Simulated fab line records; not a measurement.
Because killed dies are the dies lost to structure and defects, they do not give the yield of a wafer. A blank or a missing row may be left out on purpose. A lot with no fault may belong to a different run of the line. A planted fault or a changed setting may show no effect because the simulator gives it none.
Matching of chambers	flow nand harc	NHARC_A_STAIRCASE_TRIM_20 on rie diel-13: 4 sister chambers
The step chemistry O2, time 211.2 s. 4 wafers are shown with their chamber, then 7 later ones without.

== WAFERS WITH THEIR CHAMBER ==
wafer	chamber	showerhead plenum p Torr (Torr)
L239.3	0	3.41
L239.6	3	3.30
L243.1	2	3.36
L243.3	1	3.59

== WAFERS WITHOUT THEIR CHAMBER ==
wafer	showerhead plenum p Torr (Torr)
L243.4	3.41
L249.1	3.40
L249.5	3.40
L249.6	3.58
L250.2	3.58
L250.3	3.39
L250.4	3.81

== CHAMBER TAKEN BY EACH ==
wafer	from the rows above	in truth
L243.4	can't be placed: 0 or 2 or 3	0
L249.1	can't be placed: 0 or 2 or 3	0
L249.5	can't be placed: 0 or 2 or 3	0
L249.6	can't be placed: 1 or 0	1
L250.2	can't be placed: 1 or 0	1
L250.3	can't be placed: 0 or 2 or 3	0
L250.4	1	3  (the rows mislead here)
0 of 7 placed correctly. Can't be placed from these rows: 6 (the true chamber is among the candidates in 6). 1 placed wrongly.
How it was worked out, from the rows above alone: a wafer's distance from a chamber is the root of the sum, over the readings, of the square of ((its reading less the chamber's mean) divided by the reading's scatter). If the next closest chamber is less than 2 further off than the closest, the wafer can't be placed; otherwise it belongs to the closest. The mean given for a chamber averages the wafers shown for that chamber. The scatter: with one shown wafer a chamber, the root of the mean of the squares of how far each hidden wafer lies from its nearest shown one.
